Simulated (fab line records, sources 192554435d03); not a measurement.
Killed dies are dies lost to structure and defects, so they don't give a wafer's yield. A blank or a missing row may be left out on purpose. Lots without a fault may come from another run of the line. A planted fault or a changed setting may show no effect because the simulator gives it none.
Which tool did it? | flow n5_finfet | 10 lots, 27 wafers sampled, at 6 steps of a route of 1938

WHAT THE GAUGES READ, wafer by wafer
N5_BEOL_M1_OCD_MEAS_38. Usual: trench_depth_nm 55.2 nm, standard deviation 0.69.
lot  | measured     | on     | trench_depth_nm (nm) | flag
L710 | day 7 13:29  | ocd-02 | 54.7 54.4 55.5       |
L711 | day 7 16:47  | ocd-02 | 55.8 55.4 55.3       |
L714 | day 8 07:59  | ocd-02 | 50.2 50.3            | OFF
L718 | day 9 12:00  | ocd-02 | 39.7 55.1            | OFF
L719 | day 9 15:09  | ocd-01 | 54.1 46.7            | OFF
L722 | day 10 11:55 | ocd-02 | 55.7 56.1 55.6       |
L721 | day 10 18:03 | ocd-01 | 55.1 53.6 55.5       |
L727 | day 11 21:19 | ocd-01 | 55.8 55.9 55.3       |
L728 | day 12 00:55 | ocd-02 | 54.0 55.6 56.0       |
L729 | day 12 08:05 | ocd-01 | 55.9 53.9 54.6       |

N5_BEOL_M4_RC_MEAS_101. Usual: CHAIN_V0_max_site 247 ohm/link, standard deviation 8.9; CHAIN_V1_max_site 244 ohm/link, standard deviation 9.1; DIBL_N 36.5 mV/V, standard deviation 1.4; DIBL_P 36.5 mV/V, standard deviation 1.6; IOFF_N 0.163 nA/um, standard deviation 0.022; IOFF_P 0.219 nA/um, standard deviation 0.029; ION_N 675 uA/um, standard deviation 8.3; ION_P 464 uA/um, standard deviation 6.2; SS_N 71.5 mV/dec, standard deviation 0.52; SS_P 73.4 mV/dec, standard deviation 0.57; VT_N 249.7 mV, standard deviation 2.6; VT_P -250 mV, standard deviation 3.
lot  | measured     | on        | CHAIN_V0_max_site (ohm/link) | CHAIN_V1_max_site (ohm/link) | DIBL_N (mV/V)  | DIBL_P (mV/V)  | IOFF_N (nA/um)    | IOFF_P (nA/um)    | ION_N (uA/um) | ION_P (uA/um) | SS_N (mV/dec)  | SS_P (mV/dec)  | VT_N (mV)         | VT_P (mV)      | flag
L710 | day 9 19:38  | prober-02 | 249 251 244                  | 253 264 258                  | 38.0 37.2 37.7 | 38.5 37.4 38.7 | 0.187 0.190 0.194 | 0.234 0.208 0.236 | 682 691 687   | 462 466 461   | 72.1 72.5 72.0 | 74.0 72.4 73.9 | 247.6 245.4 246.8 | -249 -251 -251 |
L711 | day 9 09:45  | prober-02 | 247 241 253                  | 266 250 250                  | 35.2 37.9 36.1 | 34.1 36.5 35.4 | 0.142 0.191 0.153 | 0.178 0.215 0.193 | 667 691 671   | 462 463 459   | 71.2 72.1 71.2 | 73.3 73.6 73.2 | 253.4 248.8 251.1 | -255 -253 -253 |
L714 | day 9 22:42  | prober-01 | ~588 ~588                    | ~571 ~571                    | 33.8 36.2      | 32.7 35.5      | 0.120 0.155       | 0.196 0.244       | 666 671       | 468 464       | 71.6 71.3      | 72.4 73.1      | 251.9 249.2       | -247 -247      | OFF
L718 | day 11 08:19 | prober-02 | ~588 241                     | ~571 240                     | 35.3 36.1      | 34.8 35.7      | 0.152 0.169       | 0.225 0.241       | 682 677       | 475 469       | 71.4 71.4      | 72.7 73.3      | 248.2 247.0       | -247 -247      |
L719 | day 11 06:36 | prober-01 | 245 ~588                     | 255 ~571                     | 34.8 35.3      | 35.5 36.7      | 0.147 0.165       | 0.234 0.258       | 664 683       | 466 474       | 71.8 72.0      | 73.1 73.3      | 249.3 247.6       | -247 -245      |
L722 | day 11 22:12 | prober-02 | 249 256 263                  | 241 254 233                  | 35.7 33.7 35.3 | 36.0 32.7 35.5 | 0.149 0.110 0.152 | 0.210 0.162 0.212 | 663 665 682   | 454 457 468   | 70.7 70.4 71.2 | 72.8 72.7 73.4 | 249.4 255.0 249.5 | -250 -256 -247 |
L721 | day 12 15:24 | prober-01 | 246 255 244                  | 232 235 233                  | 38.6 38.1 38.4 | 37.1 36.5 36.5 | 0.181 0.173 0.177 | 0.226 0.205 0.205 | 682 678 665   | 462 456 450   | 72.3 72.3 71.2 | 73.7 73.7 73.2 | 246.5 248.6 249.0 | -251 -253 -254 |
L727 | day 13 10:22 | prober-01 | 250 253 242                  | 231 230 231                  | 35.9 34.6 36.0 | 37.2 35.2 37.6 | 0.158 0.136 0.166 | 0.203 0.166 0.203 | 675 668 682   | 467 458 463   | 71.4 70.9 71.8 | 73.2 73.3 73.5 | 251.6 251.9 249.8 | -253 -258 -252 |
L728 | day 13 22:22 | prober-02 | 248 242 246                  | 272 263 256                  | 35.7 33.3 35.0 | 37.9 34.6 36.6 | 0.170 0.127 0.151 | 0.230 0.184 0.217 | 681 675 675   | 472 467 465   | 72.5 71.0 71.1 | 73.4 72.6 73.3 | 250.1 252.1 250.0 | -248 -251 -249 |
L729 | day 14 04:43 | prober-02 | 243 246 257                  | 239 241 235                  | 36.6 37.2 34.9 | 35.7 36.7 33.8 | 0.149 0.164 0.132 | 0.218 0.243 0.196 | 661 665 667   | 460 458 467   | 71.8 72.8 71.7 | 73.4 73.9 72.7 | 251.6 250.0 254.0 | -250 -248 -251 |

WHICH TOOL RAN EACH LOT (tool, then ch and the chambers of the sampled wafers, then the start)
lot  | N5_BEOL_M1_HM_DEP_02         | N5_BEOL_M1_DESCUM_33               | N5_BEOL_M1_DEGAS_44          | N5_BEOL_M1_ALD_84
L710 | pvd_sputter-03, day 7 03:50  | rie_diel-06 ch 0,1,2, day 7 08:40  | pvd_sputter-02, day 7 13:56  | ald_metal-03 ch 0,2,3, day 7 14:11
L711 | pvd_sputter-02, day 7 11:24  | rie_diel-04 ch 0,3, day 7 13:23    | pvd_sputter-01, day 7 17:34  | ald_metal-03 ch 0,2,3, day 7 17:41
L714 | pvd_sputter-02, day 7 23:51  | rie_diel-04 ch 0,1, day 8 01:16    | pvd_sputter-01, day 8 08:24  | ald_metal-02 ch 1,3, day 8 08:37
L718 | pvd_sputter-02, day 9 08:23  | rie_diel-06 ch 0,2, day 9 09:47    | pvd_sputter-03, day 9 12:23  | ald_metal-03 ch 2,3, day 9 12:30
L719 | pvd_sputter-02, day 9 08:29  | rie_diel-04 ch 0,2, day 9 09:52    | pvd_sputter-02, day 9 15:38  | ald_metal-03 ch 0,1, day 9 15:45
L722 | pvd_sputter-01, day 10 06:29 | rie_diel-04 ch 0,2,3, day 10 08:00 | pvd_sputter-03, day 10 12:26 | ald_metal-01 ch 2,3, day 10 12:41
L721 | pvd_sputter-03, day 10 11:06 | rie_diel-06 ch 0,3, day 10 12:48   | pvd_sputter-02, day 10 18:35 | ald_metal-02 ch 0,1,2, day 10 18:42
L727 | pvd_sputter-02, day 11 12:17 | rie_diel-04 ch 0,3, day 11 13:46   | pvd_sputter-02, day 11 22:10 | ald_metal-01 ch 0,1, day 11 22:26
L728 | pvd_sputter-02, day 11 21:37 | rie_diel-06 ch 1,2,3, day 11 23:18 | pvd_sputter-01, day 12 01:25 | ald_metal-01 ch 0,1,2, day 12 01:31
L729 | pvd_sputter-02, day 11 22:15 | rie_diel-03 ch 1,2,3, day 11 23:38 | pvd_sputter-01, day 12 08:43 | ald_metal-01 ch 0,1,2, day 12 08:50
- N5_BEOL_M1_HM_DEP_02: deposits TiN, target thk 20 nm.
- N5_BEOL_M1_DESCUM_33: chemistry O2, time 7 s.
- N5_BEOL_M1_DEGAS_44: time 60 s.
- N5_BEOL_M1_ALD_84: deposits TaN, pulse time 2 s, purge time 3 s, co reactant purge time 2 s.

WHAT THE TOOLS THEMSELVES READ (means of the sampled wafers that have a number; where no wafer has one, the mark that the record gives instead)
N5_BEOL_M1_HM_DEP_02. Usual: susceptor_temp_C 25.00 C, standard deviation 0.097; throttle_valve_pct 30.4 %, standard deviation 0.42.
lot  | tool           | susceptor_temp_C (C) | throttle_valve_pct (%) | flag
L710 | pvd_sputter-03 | 25.00                | 30.3                   |
L711 | pvd_sputter-02 | 24.91                | 30.7                   |
L714 | pvd_sputter-02 | 25.19                | 30.9                   |
L718 | pvd_sputter-02 | 25.01                | 30.8                   |
L719 | pvd_sputter-02 | 24.99                | 30.8                   |
L722 | pvd_sputter-01 | 25.01                | 30.5                   |
L721 | pvd_sputter-03 | 25.08                | 30.3                   |
L727 | pvd_sputter-02 | 25.03                | 30.7                   |
L728 | pvd_sputter-02 | 25.02                | 30.9                   |
L729 | pvd_sputter-02 | 24.96                | 30.8                   |

N5_BEOL_M1_DESCUM_33. Usual: drypump_motor_current_A 5.8 A, standard deviation 0.35; oes_product_au 0.79 a.u., standard deviation 0.09; rf_vpp_V 243.4 V, standard deviation 1.2; showerhead_plenum_p_Torr 2.11 Torr, standard deviation 0.055; throttle_valve_pct 20.4 %, standard deviation 0.34.
lot  | tool        | drypump_motor_current_A (A) | oes_product_au (a.u.) | rf_vpp_V (V) | showerhead_plenum_p_Torr (Torr) | throttle_valve_pct (%) | flag
L710 | rie_diel-06 | 5.6                         | 0.75                  | 242.9        | 2.12                            | 20.7                   |
L711 | rie_diel-04 | 6.0                         | 0.71                  | 243.8        | 2.08                            | 20.7                   |
L714 | rie_diel-04 | 5.9                         | 0.68                  | 244.1        | 2.11                            | 20.7                   |
L718 | rie_diel-06 | 5.5                         | 0.76                  | 243.9        | 2.13                            | 20.6                   |
L719 | rie_diel-04 | 6.0                         | 0.89                  | 242.1        | 2.04                            | 20.4                   |
L722 | rie_diel-04 | 5.8                         | 0.83                  | 242.3        | 2.05                            | 20.5                   |
L721 | rie_diel-06 | 5.7                         | 0.76                  | 244.4        | 2.15                            | 20.3                   |
L727 | rie_diel-04 | 5.8                         | 0.81                  | 243.6        | 2.08                            | 20.5                   |
L728 | rie_diel-06 | 5.6                         | 0.79                  | 244.0        | 2.10                            | 20.6                   |
L729 | rie_diel-03 | 6.2                         | 0.78                  | 243.0        | 2.13                            | 20.5                   |

N5_BEOL_M1_DEGAS_44. Usual: heater_power_w 332 W, standard deviation 42; susceptor_temp_C 250.00 C, standard deviation 0.18.
lot  | tool           | heater_power_w (W) | susceptor_temp_C (C) | flag
L710 | pvd_sputter-02 | 339                | 250.13               |
L711 | pvd_sputter-01 | 347                | 250.11               |
L714 | pvd_sputter-01 | 300                | 250.01               |
L718 | pvd_sputter-03 | 316                | 250.24               |
L719 | pvd_sputter-02 | 336                | 249.98               |
L722 | pvd_sputter-03 | 355                | 250.09               |
L721 | pvd_sputter-02 | 299                | 249.87               |
L727 | pvd_sputter-02 | 337                | 249.69               |
L728 | pvd_sputter-01 | 359                | 250.09               |
L729 | pvd_sputter-01 | 324                | 250.00               |

N5_BEOL_M1_ALD_84. Usual: heater_power_w 438 W, standard deviation 56; susceptor_temp_C 274.98 C, standard deviation 0.16.
lot  | tool         | heater_power_w (W) | susceptor_temp_C (C) | flag
L710 | ald_metal-03 | 427                | 274.89               |
L711 | ald_metal-03 | 425                | 275.07               |
L714 | ald_metal-02 | 484                | 275.17               |
L718 | ald_metal-03 | 431                | 275.02               |
L719 | ald_metal-03 | 395                | 275.19               |
L722 | ald_metal-01 | 426                | 275.00               |
L721 | ald_metal-02 | 431                | 275.02               |
L727 | ald_metal-01 | 478                | 275.09               |
L728 | ald_metal-01 | 465                | 274.80               |
L729 | ald_metal-01 | 463                | 275.04               |

THE ANSWER, worked out from the rows above alone
Rule: a lot is off if the mean of its wafers that have a number lies more than 3 standard deviations from the usual mean. A lot without any number at a reading at which 4 lots or more have one is off too. The other lots that the step has rows for count as sound. The gauges are gone through in route order, then the tools' own readings, and for those a lot's mean is taken as printed above. The first step at which some lot is off is used, and at that step the reading that is off furthest; a lot without a number counts as furthest.
Off: L714, L718, L719, at N5_BEOL_M1_OCD_MEAS_38 (trench_depth_nm).
A tool fits if, at a process step before that reading, it ran every lot that is off, and no sound lot after the first of them. The gauges at N5_BEOL_M1_OCD_MEAS_38 are tried like those tools. None of those tried fits.

WHAT THE SIMULATOR HAD PUT IN
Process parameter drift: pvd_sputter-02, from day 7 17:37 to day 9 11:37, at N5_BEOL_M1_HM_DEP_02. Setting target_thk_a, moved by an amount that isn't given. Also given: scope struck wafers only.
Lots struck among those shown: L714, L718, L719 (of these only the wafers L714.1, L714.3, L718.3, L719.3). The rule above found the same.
